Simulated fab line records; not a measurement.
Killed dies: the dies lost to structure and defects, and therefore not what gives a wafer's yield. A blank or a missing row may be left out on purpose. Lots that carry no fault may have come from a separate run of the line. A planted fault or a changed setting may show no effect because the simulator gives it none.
fab line records	flow n5Finfet
[record] lots = 10	wafers = 29	lastDay = 18
route steps=1938 shown BEOL_M4@1111 BEOL_M15@1827 PASS1_DEP@1831 PAD_METAL@1896 PASSIVATION@1910
lots that met no fault: from a run of the same line without faults
startH: hours from the record's opening day to when the first of the lot's shown wafers began	waitH: hours elapsed since this lot's preceding step	" the same as in the row above	L1.1+2: several wafers, shown together as one row	- value missing, or start not given	* or withheld: withheld	< > ~ a bound
route shown NAME@n: a module of which the file shows steps, and the number in the route of the first	usual: the fault-free wafers' mean and standard deviation	same: alike in all rows	chamber/n: place in a boat	sites: per-site readings	_std_site: how widely they spread, as a standard deviation	_edge_site: outer sites' mean less inner sites'	radiusMm: for every site, how far away it sits from the centre of the wafer	mask NAME#n: copy n	behind: tool/chamber where the wafer was last shaped	hold: cause of the lot's hold/its duration in hours/its outcome	device: names the non-switching transistor (n, p or np)	end of line: the same wafers' tests at the end of the route	a step with no rows: only its recipe	killed: the dies lost at the first sort to structure and to defects; this is not the yield of the wafer	map: per-die view of a wafer (x killed, . not killed, _ where there is no die)
set.NAME: the setting as run; set.NAME@STEP: as run at that earlier step	model.NAME: the simulator's own value behind a step, which no gauge read
steps of the route over a sample of lots; a table a step, a row a wafer
services: a tool's chamber out of use, with start hour (startH, from the record's first day; less than 0 if before it), hours out, and reason
[[steps]]
[step N5_BEOL_M4_RC_MEAS_101]
[usual] DIBL_N = 35.3/2.5	DIBL_P = 35/3.3	IOFF_N = 0.15/0.049	IOFF_P = 0.20/0.056	ION_N = 673/16	ION_P = 462/10	SS_N = 71.2/0.85	SS_P = 73.0/0.97	VT_N = 252/4.9	VT_P = -251/5
lot.wafer	tool	chamber	startH	waitH	DIBL_N[mV/V]	DIBL_P[mV/V]	IOFF_N[nA/um]	IOFF_P[nA/um]	ION_N[uA/um]	ION_P[uA/um]	SS_N[mV/dec]	SS_P[mV/dec]	VT_N[mV]	VT_P[mV]
L510.1	prober-02	0	186.07	0.0	37.3	39	0.19	0.21	691	466	72.6	73.9	248	-251
L510.6	"	0	"	"	37.2	38	0.18	0.20	680	457	72.3	73.5	251	-256
L511.2	prober-02	0	195.20	0.2	40.5	41	0.25	0.29	710	483	72.2	74.0	244	-246
L511.5	"	0	"	"	36.0	35	0.13	0.17	677	464	70.9	73.0	252	-254
L511.6	"	0	"	"	39.7	40	0.21	0.25	681	463	72.3	73.7	248	-248
L517.1	prober-02	0	224.50	0.0	37.4	38	0.20	0.24	700	471	71.4	73.1	245	-251
L517.5	"	0	"	"	37.0	37	0.17	0.22	692	468	72.1	74.1	248	-250
L517.6	"	0	"	"	36.5	35	0.15	0.18	665	453	71.7	73.1	250	-254
L518.2	prober-01	0	237.24	0.2	37.3	39	0.18	0.25	673	466	71.5	73.4	248	-247
L518.3	"	0	"	"	33.5	33	0.12	0.18	675	464	70.2	72.0	253	-251
L518.4	"	0	"	"	33.3	32	0.11	0.16	660	465	70.5	72.0	255	-251
L520.1	prober-02	0	237.56	0.0	31.2	31	0.09	0.12	658	454	70.4	71.5	258	-259
L520.3	"	0	"	"	33.6	33	0.11	0.14	654	450	70.6	72.9	256	-258
L520.4	"	0	"	"	37.8	37	0.19	0.20	684	463	72.6	73.5	248	-253
L519.1	prober-01	0	242.09	0.0	37.1	37	0.17	0.22	673	456	71.7	72.7	245	-248
L519.2	"	0	"	"	39.3	39	0.20	0.26	671	452	72.3	74.0	247	-244
L519.3	"	0	"	"	36.3	36	0.16	0.23	684	466	71.8	73.4	245	-248
L523.1	prober-01	0	245.10	0.0	30.9	30	0.10	0.16	663	456	70.4	71.9	257	-247
L523.2	"	0	"	"	30.3	31	0.09	0.19	652	472	69.6	71.8	254	-246
L523.5	"	0	"	"	31.9	32	0.10	0.19	657	464	70.5	71.8	255	-245
L528.3	prober-01	0	297.24	0.3	32.7	32	0.11	0.16	684	473	70.2	73.0	255	-254
L528.4	"	0	"	"	33.0	33	0.11	0.18	658	462	70.7	73.1	253	-250
L528.5	"	0	"	"	33.1	32	0.10	0.16	666	462	70.4	72.7	260	-253
L531.1	prober-02	0	297.30	0.0	30.2	29	0.08	0.11	665	457	70.0	72.5	259	-258
L531.2	"	0	"	"	31.0	30	0.09	0.11	646	447	70.0	72.4	257	-257
L531.6	"	0	"	"	31.3	30	0.09	0.12	648	442	69.9	72.0	259	-259
L532.1	prober-02	0	318.45	0.0	32.9	31	0.09	0.13	648	451	71.3	72.7	257	-261
L532.3	"	0	"	"	37.2	36	0.14	0.18	654	448	71.5	73.9	253	-254
L532.5	"	0	"	"	37.3	35	0.14	0.17	656	445	72.3	73.9	256	-256
[step N5_BEOL_M15_DEP_53]
[recipe] material = SiCN	targetThkA = 500	tempC = withheld	precursor = 3MS/NH3	pressureTorr = 3	rfW = 675	timeS = 17.8
[usual] rfFwdPowerW = 666.9/2.8	showerheadPlenumPTorr = 4.148/0.013	throttleValvePct = 17.2/1.1
lot.wafer	tool	chamber	startH	waitH	rfFwdPowerW	showerheadPlenumPTorr	throttleValvePct
L510.1	pecvd-03	0	280.18	0.0	668.6	4.158	18.1
L510.6	"	1	"	"	668.0	4.136	19.5
L511.2	pecvd-03	0	286.69	0.0	670.7	4.179	18.1
L511.5	"	2	"	"	664.7	4.158	15.9
L511.6	"	0	"	"	671.7	4.166	17.9
L517.1	pecvd-03	0	316.82	0.0	674.5	4.164	18.2
L517.5	"	1	"	"	667.0	4.132	19.2
L517.6	"	0	"	"	671.7	4.168	18.1
L518.2	pecvd-02	2	324.65	0.0	665.6	4.131	15.6
L518.3	"	1	"	"	668.2	4.152	16.9
L518.4	"	0	"	"	667.0	4.139	16.7
L520.1	pecvd-02	2	330.79	0.0	664.7	4.141	15.7
L520.3	"	0	"	"	666.0	4.117	16.8
L520.4	"	2	"	"	667.7	4.142	15.6
L523.1	pecvd-02	0	336.60	0.0	667.0	4.132	16.9
L523.2	"	2	"	"	663.0	4.142	16.0
L523.5	"	2	"	"	663.3	4.137	15.4
L519.1	pecvd-02	1	342.46	0.0	668.1	4.157	17.2
L519.2	"	2	"	"	664.8	4.139	15.4
L519.3	"	0	"	"	663.5	4.133	16.9
L528.3	pecvd-03	0	391.18	0.0	667.9	4.167	18.2
L528.4	"	1	"	"	668.3	4.142	19.1
L528.5	"	2	"	"	660.1	4.158	16.3
L531.1	pecvd-03	1	391.46	0.0	669.8	4.135	19.5
L531.2	"	2	"	"	665.3	4.149	16.5
L531.6	"	1	"	"	668.4	4.148	19.4
L532.1	pecvd-02	0	413.24	0.0	666.9	4.125	17.1
L532.3	"	2	"	"	670.4	4.147	15.4
L532.5	"	0	"	"	667.9	4.135	16.8
[step N5_PASSIVATION_PECVD_00]
[recipe] material = SiO2	targetThkA = 2000	tempC = 400	precursor = SiH4/N2O	pressureTorr = 2.7	rfW = 608	timeS = 11.2
[usual] heaterPowerOuterW = 354/67	heaterPowerW = 645/110	rfFwdPowerW = 600.5/3	showerheadPlenumPTorr = 8.13/0.062	throttleValvePct = 49/3.4
lot.wafer	tool	chamber	startH	waitH	heaterPowerOuterW	heaterPowerW	rfFwdPowerW	showerheadPlenumPTorr	throttleValvePct
L510.1	pecvd-01	2	281.26	0.8	308	519	599.8	8.20	51
L510.6	"	0	"	"	336	592	596.6	8.23	49
L511.2	pecvd-02	2	287.78	0.7	387	732	598.4	8.08	44
L511.5	"	0	"	"	352	608	603.0	8.04	48
L511.6	"	1	"	"	257	576	598.6	8.12	49
L517.1	pecvd-02	2	317.92	0.8	427	790	603.4	8.05	44
L517.5	"	0	"	"	376	653	601.9	8.04	48
L517.6	"	1	"	"	271	594	601.2	8.08	49
L518.2	pecvd-02	2	325.73	0.7	334	641	599.1	8.06	44
L518.3	"	0	"	"	380	641	598.0	8.06	48
L518.4	"	1	"	"	309	645	602.1	8.11	49
L520.1	pecvd-03	1	331.88	0.8	315	553	604.2	8.09	56
L520.3	"	0	"	"	382	703	601.7	8.19	51
L520.4	"	2	"	"	355	629	600.2	8.13	46
L523.1	pecvd-03	1	337.68	0.8	272	506	600.4	8.07	56
L523.2	"	0	"	"	374	689	603.4	8.20	51
L523.5	"	0	"	"	393	689	604.0	8.20	51
L519.1	pecvd-03	0	343.54	0.8	321	603	606.0	8.19	52
L519.2	"	1	"	"	356	581	603.2	8.06	55
L519.3	"	2	"	"	379	654	599.1	8.10	46
L528.3	pecvd-01	0	392.26	0.5	276	525	596.4	8.22	49
L528.4	"	0	"	"	296	532	596.2	8.25	49
L528.5	"	1	"	"	453	809	596.7	8.13	54
L531.1	pecvd-03	0	392.54	0.8	348	648	601.0	8.20	52
L531.2	"	2	"	"	378	663	599.2	8.13	46
L531.6	"	1	"	"	286	513	602.5	8.08	55
L532.1	pecvd-02	2	414.32	0.8	423	773	603.9	8.09	44
L532.3	"	1	"	"	320	620	603.5	8.10	48
L532.5	"	2	"	"	432	786	601.9	8.08	44
[step N5_PASSIVATION_AL_DEP_21]
[recipe] material = Al	targetThkA = 28000	tempC = 400	timeS = 170	powerW = 30000	chamberPressurePa = 0.4	gas = Ar
[usual] throttleValvePct = 29.7/1.1
lot.wafer	tool	chamber	startH	waitH	throttleValvePct
L510.1	pvdSputter-01	-	288.62	0.1	29.3
L510.6	"	-	"	"	29.3
L511.2	pvdSputter-03	-	293.36	0.1	30.8
L511.5	"	-	"	"	30.2
L511.6	"	-	"	"	30.8
L517.1	pvdSputter-01	-	329.81	0.1	30.7
L517.5	"	-	"	"	29.4
L517.6	"	-	"	"	30.7
L518.2	pvdSputter-03	-	334.33	0.1	28.8
L518.3	"	-	"	"	29.8
L518.4	"	-	"	"	29.9
L520.1	pvdSputter-03	-	340.47	0.1	29.0
L520.3	"	-	"	"	29.9
L520.4	"	-	"	"	29.9
L523.1	pvdSputter-01	-	344.71	0.1	27.8
L523.2	"	-	"	"	31.3
L523.5	"	-	"	"	27.6
L519.1	pvdSputter-01	-	349.35	0.1	30.7
L519.2	"	-	"	"	31.1
L519.3	"	-	"	"	27.7
L531.1	pvdSputter-02	-	400.18	0.1	29.9
L531.2	"	-	"	"	28.6
L531.6	"	-	"	"	29.0
L528.3	pvdSputter-03	-	401.77	0.1	29.6
L528.4	"	-	"	"	28.6
L528.5	"	-	"	"	29.7
L532.1	pvdSputter-01	-	425.96	0.1	30.8
L532.3	"	-	"	"	29.2
L532.5	"	-	"	"	31.2
[step N5_PASSIVATION_ETCH_59]
[recipe] chemistry = Cl2/BCl3	target = TaN	targetDepthA = 650	timeS = 34.9	ionEnergyEv = 100	pressureMtorr = 10	icpW = 900	biasW = 100	Cl2_flow_sccm = 60	bcl3FlowSccm = 30
[usual] drypumpMotorCurrentA = 5.9/0.35	heBacksideLeakSccm = 3.5/0.34	oesProductAu = 0.75/0.061	rfFwdPowerW = 895.1/2.9	throttleValvePct = 21.1/0.34
lot.wafer	tool	chamber	startH	waitH	drypumpMotorCurrentA	heBacksideLeakSccm	oesProductAu	rfFwdPowerW	rfHoursCounterH	throttleValvePct
L510.1	rieMetal-03	0	289.80	0.3	6.1	3.6	0.78	892.8	42	21.5
L510.6	"	1	"	"	6.4	3.4	0.69	888.2	-	20.6
L511.2	rieMetal-02	0	294.53	0.3	5.8	3.2	0.84	898.9	11	21.0
L511.5	"	1	"	"	5.5	3.7	0.76	894.5	-	21.2
L511.6	"	0	"	"	5.8	3.2	0.84	896.2	-	21.0
L517.1	rieMetal-03	0	330.88	0.3	6.1	3.4	0.77	892.2	47	21.5
L517.5	"	1	"	"	6.4	3.4	0.69	893.0	-	20.6
L517.6	"	0	"	"	6.2	3.3	0.77	892.6	-	21.5
L518.2	rieMetal-02	1	335.78	0.3	5.5	3.5	0.75	894.1	64	21.2
L518.3	"	0	"	"	5.8	3.0	0.80	897.7	-	21.1
L518.4	"	1	"	"	5.5	3.6	0.75	895.5	-	21.2
L520.1	rieMetal-03	1	341.52	0.3	6.4	3.4	0.68	898.0	82	20.6
L520.3	"	0	"	"	6.1	3.4	0.75	896.0	-	21.5
L520.4	"	1	"	"	6.4	3.3	0.69	899.1	-	20.6
L523.1	rieMetal-03	1	345.89	0.3	6.4	3.5	0.68	894.9	83	20.6
L523.2	"	0	"	"	6.2	3.6	0.75	895.6	49	21.5
L523.5	"	0	"	"	6.2	3.5	0.76	894.2	-	21.5
L519.1	rieMetal-02	1	350.52	0.3	5.5	3.7	0.73	895.0	66	21.2
L519.2	"	0	"	"	5.8	3.1	0.80	894.5	17	21.1
L519.3	"	1	"	"	5.5	3.6	0.74	897.0	-	21.2
L531.1	rieMetal-03	1	401.53	0.3	6.4	3.2	0.67	899.3	88	20.6
L531.2	"	0	"	"	6.2	3.5	0.74	894.4	54	21.5
L531.6	"	0	"	"	6.2	3.5	0.74	890.7	-	21.5
L528.3	rieMetal-02	0	402.95	0.2	5.9	3.2	0.22	896.0	-	22.3
L528.4	"	1	"	"	5.5	3.6	0.20	896.5	-	22.5
L528.5	"	0	"	"	5.8	3.2	0.77	895.6	-	21.1
L532.1	rieMetal-01	0	427.13	0.3	5.7	3.6	0.93	896.1	5	21.6
L532.3	"	1	"	"	5.5	3.7	0.72	887.7	-	20.9
L532.5	"	0	"	"	5.7	3.7	0.93	898.3	-	21.6
[step N5_PASSIVATION_CD_MEAS_44]
[recipe] targetCdNm = 40000	landingEnergyEv = 500	detector = seInlens
[usual] cdNm = 40003/5.2
lot.wafer	tool	chamber	startH	waitH	cdNm
L510.1	cdSem-02	0	291.19	-	40005
L510.6	"	0	"	"	40004
L511.2	cdSem-03	0	295.92	-	40001
L511.5	"	0	"	"	39997
L511.6	"	0	"	"	39999
L517.1	cdSem-02	0	332.04	-	40000
L517.5	"	0	"	"	40000
L517.6	"	0	"	"	39998
L518.2	cdSem-03	0	337.07	-	40009
L518.3	"	0	"	"	40007
L518.4	"	0	"	"	40011
L520.1	cdSem-02	0	342.81	-	40002
L520.3	"	0	"	"	40004
L520.4	"	0	"	"	40007
L523.1	cdSem-03	0	347.17	-	39999
L523.2	"	0	"	"	39996
L523.5	"	0	"	"	39991
L519.1	cdSem-01	0	351.72	-	40002
L519.2	"	0	"	"	40000
L519.3	"	0	"	"	40005
L531.1	cdSem-01	0	403.02	-	40005
L531.2	"	0	"	"	40007
L531.6	"	0	"	"	39997
L528.3	cdSem-03	0	404.21	-	40001
L528.4	"	0	"	"	40007
L528.5	"	0	"	"	40006
L532.1	cdSem-03	0	428.29	-	40006
L532.3	"	0	"	"	40008
L532.5	"	0	"	"	40004
[step N5_PASSIVATION_PROBE_49]
[usual] defectLimitedYield = 91.3/1.4	killed_at_M0_to_M3 = 33/9.9	killed_at_M4_up = 15/5.6	killedAtContacts = 13/5.7	killedAtFrontEnd = 38/12	killedAtOther = 4/3.1	killedDies = 103/17	killedOnRim = 13/4	killedOpen = 66/13	killedShort = 32/7.8	sort_bin_5_function = 5.1/0.95	sort_bin_6_memory = 3.2/0.68	sortNPass = 1077/17	sortYieldPct = 91.3/1.5
[same] grossDies = 1180	killedAtBackSide = 0	sort_bin_4_leakage[%] = 0	sort_bin_8_speed[%] = 0
lot.wafer	tool	chamber	startH	waitH	defectLimitedYield[%]	killed_at_M0_to_M3	killed_at_M4_up	killedAtContacts	killedAtFrontEnd	killedAtOther	killedDies	killedOnRim	killedOpen	killedShort	sort_bin_5_function[%]	sort_bin_6_memory[%]	sortNPass	sortYieldPct[%]
L520.1	prober-02	-	345.94	0.0	94.2	13	16	4	36	0	69	8	43	24	3.6	1.9	1111	94.2
L520.3	prober-02	-	346.04	0.1	92.5	43	7	9	28	2	89	6	61	27	5.0	1.9	1091	92.5
L520.4	prober-02	-	346.09	0.2	92.8	29	9	7	38	2	85	12	45	33	4.1	2.3	1095	92.8
L519.1	prober-02	-	354.93	0.0	90.3	38	10	16	47	4	115	17	86	29	6.0	3.6	1065	90.3
L519.2	prober-02	-	354.98	0.1	92.3	28	10	20	30	3	91	14	61	23	4.6	2.8	1089	92.3
L519.3	prober-02	-	355.03	0.1	91.6	29	10	9	51	0	99	18	71	27	5.3	2.8	1081	91.6
L528.3	prober-01	-	408.24	0.1	0	26	14	9	50	1081	1180	152	71	30	96.2	3.8	0	0
L528.4	prober-01	-	408.29	0.2	0	39	22	6	64	1049	1180	152	93	42	95.4	4.3	0	0
L528.5	prober-01	-	408.34	0.2	91.1	28	19	4	49	5	105	11	67	35	5.9	2.9	1075	91.1
L532.1	prober-02	-	432.52	0.0	93.1	15	18	10	38	0	81	9	52	22	4.7	1.9	1099	93.1
L532.3	prober-02	-	432.62	0.1	91.5	38	15	7	37	3	100	11	61	34	5.3	2.9	1080	91.5
L532.5	prober-02	-	432.72	0.2	90.1	26	17	18	53	3	117	15	67	44	6.0	3.7	1063	90.1
// killed by level:class
L520.1 STI_FIN_REVEAL:geometricParticle:open=9 FIN_SAQP:geometricParticle:short=4 MOL_CONTACT_COAG:geometricParticle:open=4 BEOL_M6:geometricParticle:open=4 STARTING-WAFER:geometricParticle:short=4 FIN_SAQP:geometricParticle:open=3 ILD0:geometricParticle:short=3 BEOL_M1:geometricParticle:short=3
L520.3 BEOL_M1:geometricParticle:open=10 STI_FIN_REVEAL:geometricParticle:open=8 BEOL_M0_SAQP:geometricParticle:open=8 MOL_CONTACT_COAG:geometricParticle:open=7 BEOL_M2:geometricParticle:open=7 FIN_SAQP:geometricParticle:open=5 BEOL_M0_SAQP:geometricParticle:short=5 BEOL_M2:geometricParticle:short=4
L520.4 BEOL_M0_SAQP:geometricParticle:short=7 MOL_CONTACT_COAG:geometricParticle:open=6 BEOL_M0_SAQP:geometricParticle:open=6 HKMG_FIN:areaEtch=6 STI_FIN_REVEAL:geometricParticle:open=5 BEOL_M2:geometricParticle:open=5 STI_FIN_REVEAL:geometricParticle:short=4 BEOL_M3:geometricParticle:open=4
L519.1 STI_FIN_REVEAL:geometricParticle:open=27 MOL_CONTACT_COAG:geometricParticle:open=14 BEOL_M0_SAQP:geometricParticle:short=14 BEOL_M0_SAQP:geometricParticle:open=13 FIN_SAQP:geometricParticle:open=5 STI_FIN_REVEAL:geometricParticle:short=5 BEOL_M1:geometricParticle:open=4 BEOL_M2:geometricParticle:open=4
L519.2 MOL_CONTACT_COAG:geometricParticle:open=15 BEOL_M2:geometricParticle:open=8 FIN_SAQP:geometricParticle:open=7 BEOL_M3:geometricParticle:open=7 STI_FIN_REVEAL:geometricParticle:open=5 MOL_CONTACT_COAG:geometricParticle:short=5 BEOL_M0_SAQP:geometricParticle:open=5 BEOL_M0_SAQP:geometricParticle:short=4
L519.3 STI_FIN_REVEAL:geometricParticle:open=19 FIN_SAQP:geometricParticle:open=8 MOL_CONTACT_COAG:geometricParticle:open=7 BEOL_M0_SAQP:geometricParticle:open=7 BEOL_M1:geometricParticle:open=6 BEOL_M2:geometricParticle:open=6 FIN_SAQP:geometricParticle:short=5 DUMMY_GATE:geometricParticle:open=5
L528.3 PASSIVATION:areaEtch=1079 FIN_SAQP:geometricParticle:open=12 BEOL_M1:geometricParticle:open=10 STI_FIN_REVEAL:geometricParticle:open=9 BEOL_M4:geometricParticle:open=8 FIN_SAQP:geometricParticle:short=7 MOL_CONTACT_COAG:geometricParticle:open=7 DUMMY_GATE:geometricParticle:open=6
L528.4 PASSIVATION:areaEtch=1044 FIN_SAQP:geometricParticle:open=26 BEOL_M0_SAQP:geometricParticle:short=11 BEOL_M5:geometricParticle:open=10 BEOL_M1:geometricParticle:open=8 BEOL_M3:geometricParticle:open=7 BEOL_M4:geometricParticle:open=7 FIN_SAQP:geometricParticle:short=6
L528.5 FIN_SAQP:geometricParticle:open=20 BEOL_M2:geometricParticle:open=10 FIN_SAQP:geometricParticle:short=8 BEOL_M0_SAQP:geometricParticle:short=6 BEOL_M1:geometricParticle:open=6 STI_FIN_REVEAL:geometricParticle:short=5 BEOL_M4:geometricParticle:open=5 MOL_CONTACT_COAG:geometricParticle:open=3
L532.1 FIN_SAQP:geometricParticle:open=12 BEOL_M0_SAQP:geometricParticle:open=7 BEOL_M4:geometricParticle:open=7 MOL_CONTACT_COAG:geometricParticle:open=6 BEOL_M5:geometricParticle:open=6 FIN_SAQP:geometricParticle:short=5 STI_FIN_REVEAL:geometricParticle:open=5 DUMMY_GATE:geometricParticle:open=5
L532.3 BEOL_M0_SAQP:geometricParticle:open=12 BEOL_M0_SAQP:geometricParticle:short=9 FIN_SAQP:geometricParticle:short=8 STI_FIN_REVEAL:geometricParticle:open=7 MOL_CONTACT_COAG:geometricParticle:open=7 DUMMY_GATE:geometricParticle:open=6 BEOL_M1:geometricParticle:open=6 FIN_SAQP:geometricParticle:open=5
L532.5 FIN_SAQP:geometricParticle:open=15 FIN_SAQP:geometricParticle:short=11 MOL_CONTACT_COAG:geometricParticle:open=10 STI_FIN_REVEAL:geometricParticle:open=8 BEOL_M0:geometricParticle:open=8 MOL_CONTACT_COAG:geometricParticle:short=7 BEOL_M4:geometricParticle:short=6 STARTING-WAFER:geometricParticle:short=6
[[services]]
tool	chamber	startH	hours	kind
rieMetal-01	1	259.54	2.0	repair
pecvd-01	2	263.32	2.1	scheduledDown
pecvd-01	2	272.76	7.5	repair
pecvd-03	1	281.86	19.3	repair
pecvd-01	2	310.46	16.5	scheduledDown
rieMetal-02	-	315.71	0.9	repair
pecvd-01	-	316.00	14.6	pm
rieMetal-01	0	333.53	-	clean
rieMetal-01	0	333.53	24.6	scheduledDown
rieMetal-01	0	333.53	24.6	ventCycle
rieMetal-03	-	363.58	2.8	pm
rieMetal-01	1	367.58	1.3	repair
pvdSputter-02	-	379.03	2.5	repair
pvdSputter-01	-	395.83	3.8	repair
pvdSputter-03	-	397.76	2.9	repair
pvdSputter-03	-	406.22	3.1	repair
pvdSputter-01	-	409.95	9.2	repair
pecvd-03	-	422.38	2.8	pm
pecvd-01	0	424.35	4.9	repair
[[key]]
[firstSign] step = N5_PASSIVATION_ETCH_59	reading = oesProductAu	direction = down	sigmas = 8.9	usual = 0.75	struck = 0.21
[effect] step = N5_PASSIVATION_PROBE_49	reading = killedAtOther	direction = up	sigmas = 99+	usual = 4	struck = 1065
[moreKillsBornAt] N5_PASSIVATION_ETCH_59@rieMetal-02 = 2123
metAt N5_PASSIVATION_AL_DEP_21
struckLots L528
struckWafers L528.3,L528.4
laterRowsLeftOut L528.3,L528.4
notActingAt N5_BEOL_M15_DEP_53,N5_PASSIVATION_PECVD_00,N5_PASSIVATION_CD_MEAS_44
onsetBetween 340.47 401.77
[fault] kind = processParameterDrift	tool = pvdSputter-03	chamber = -	onsetH = 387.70	steps = N5_PASSIVATION_AL_DEP_21	channel = timeS	offset = *	shape = step	endH = 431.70	scope = struckWafersOnly	actsIn = *	stated = *
// laterRowsLeftOut: the simulator's readings of these wafers behind a module that went badly wrong aren't trusted and aren't shown, but for the sort
